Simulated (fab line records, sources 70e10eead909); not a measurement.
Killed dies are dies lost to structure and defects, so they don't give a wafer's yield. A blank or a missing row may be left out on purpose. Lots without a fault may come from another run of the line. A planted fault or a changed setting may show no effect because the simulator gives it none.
Chamber matching | flow nand_harc | NHARC_THIN_TSV_DESCUM_14 on rie_diel-10: 4 sister chambers
The step chemistry O2, time 3 s. 14 wafers are shown with their chamber, then 7 later ones without.

WAFERS WITH THEIR CHAMBER
wafer  | chamber | drypump_motor_current_A (A) | oes_product_au (a.u.) | rf_vpp_V (V)
L350.1 | 1       | 5.60                        | 1.001                 | 58.6
L350.2 | 3       | 5.69                        | 0.981                 | 59.1
L350.5 | 2       | 5.49                        | 0.996                 | 57.7
L352.3 | 1       | 5.63                        | 1.008                 | 58.7
L352.4 | 0       | 5.07                        | 0.982                 | 59.2
L352.5 | 0       | 5.06                        | 0.987                 | 58.4
L353.2 | 2       | 5.48                        | 1.036                 | 56.0
L353.3 | 1       | 5.59                        | 1.025                 | 58.5
L353.5 | 1       | 5.58                        | 1.024                 | 58.7
L354.1 | 2       | 5.51                        | 1.013                 | 58.4
L354.2 | 0       | 5.07                        | 0.986                 | 56.5
L354.5 | 0       | 5.08                        | 0.980                 | 57.2
L355.1 | 2       | 5.50                        | 1.000                 | 57.4
L355.3 | 3       | 5.68                        | 0.986                 | 58.4

SIGNATURES (means of the wafers above)
reading                 | chamber 0 | chamber 1 | chamber 2 | chamber 3 | scatter within a chamber
drypump_motor_current_A | 5.0700    | 5.6000    | 5.4950    | 5.6850    | 0.0147
oes_product_au          | 0.98375   | 1.01450   | 1.01125   | 0.98350   | 0.012
rf_vpp_V                | 57.825    | 58.625    | 57.375    | 58.750    | 0.877
Rule: a wafer's distance from a chamber is the root of the sum, over the readings, of the square of ((its reading less the chamber's mean) divided by the reading's scatter). The wafer belongs to the nearest chamber; if the next one is less than 2 further off, it can't be placed. The scatter: the root of (the sum of the squares of (reading less its chamber's mean) over the shown wafers, divided by (wafers less chambers)).

WAFERS WITHOUT THEIR CHAMBER
wafer  | drypump_motor_current_A (A) | oes_product_au (a.u.) | rf_vpp_V (V)
L355.4 | 5.06                        | 0.979                 | 56.5
L359.2 | 5.50                        | 1.019                 | 58.6
L359.4 | 5.62                        | 1.003                 | 58.1
L359.6 | 5.63                        | 1.004                 | 57.8
L369.3 | 5.59                        | 1.016                 | 58.5
L369.4 | 5.05                        | 0.997                 | 56.7
L369.5 | 5.61                        | 1.013                 | 58.3

WHICH CHAMBER EACH WENT THROUGH
wafer  | from the rows above     | in truth
L355.4 | 0                       | 0
L359.2 | 2                       | 2
L359.4 | 1                       | 1
L359.6 | can't be placed: 1 or 3 | 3
L369.3 | 1                       | 1
L369.4 | 0                       | 0
L369.5 | 1                       | 1
Placed correctly: 6 of 7. Can't be placed from these rows: 1 (the true chamber is among the candidates in 1). Placed wrongly: 0.
